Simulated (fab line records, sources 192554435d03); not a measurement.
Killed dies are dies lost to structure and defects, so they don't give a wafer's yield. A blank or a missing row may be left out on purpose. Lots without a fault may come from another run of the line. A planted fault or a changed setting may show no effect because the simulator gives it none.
Chamber matching | flow n5_finfet | N5_BEOL_M0_SAQP_PECVD_03 on pecvd-04: 3 sister chambers
The step deposits SiCN from 3MS/NH3, target thk 12 nm, time 21.1 s. 3 wafers are shown with their chamber, then 7 later ones without.

WAFERS WITH THEIR CHAMBER
wafer  | chamber | showerhead_plenum_p_Torr (Torr)
L082.4 | 1       | 3.702
L084.1 | 2       | 3.650
L084.2 | 0       | 3.657

WAFERS WITHOUT THEIR CHAMBER
wafer  | showerhead_plenum_p_Torr (Torr)
L084.5 | 3.652
L089.2 | 3.655
L089.4 | 3.649
L089.6 | 3.677
L093.2 | 3.692
L093.3 | 3.648
L093.5 | 3.655

WHICH CHAMBER EACH WENT THROUGH
wafer  | from the rows above          | in truth
L084.5 | can't be placed: 2 or 0      | 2
L089.2 | can't be placed: 0 or 2      | 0
L089.4 | can't be placed: 2 or 0      | 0
L089.6 | can't be placed: 0 or 1 or 2 | 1
L093.2 | 1                            | 1
L093.3 | can't be placed: 2 or 0      | 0
L093.5 | can't be placed: 0 or 2      | 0
Placed correctly: 1 of 7. Can't be placed from these rows: 6 (the true chamber is among the candidates in 6). Placed wrongly: 0.
How it was worked out, from the rows above alone: a wafer's distance from a chamber is the root of the sum, over the readings, of the square of ((its reading less the chamber's mean) divided by the reading's scatter). The wafer belongs to the nearest chamber; if the next one is less than 2 further off, it can't be placed. A chamber's mean is the mean of its shown wafers. The scatter: with one shown wafer a chamber, the root of the mean of the squares of how far each hidden wafer lies from its nearest shown one.
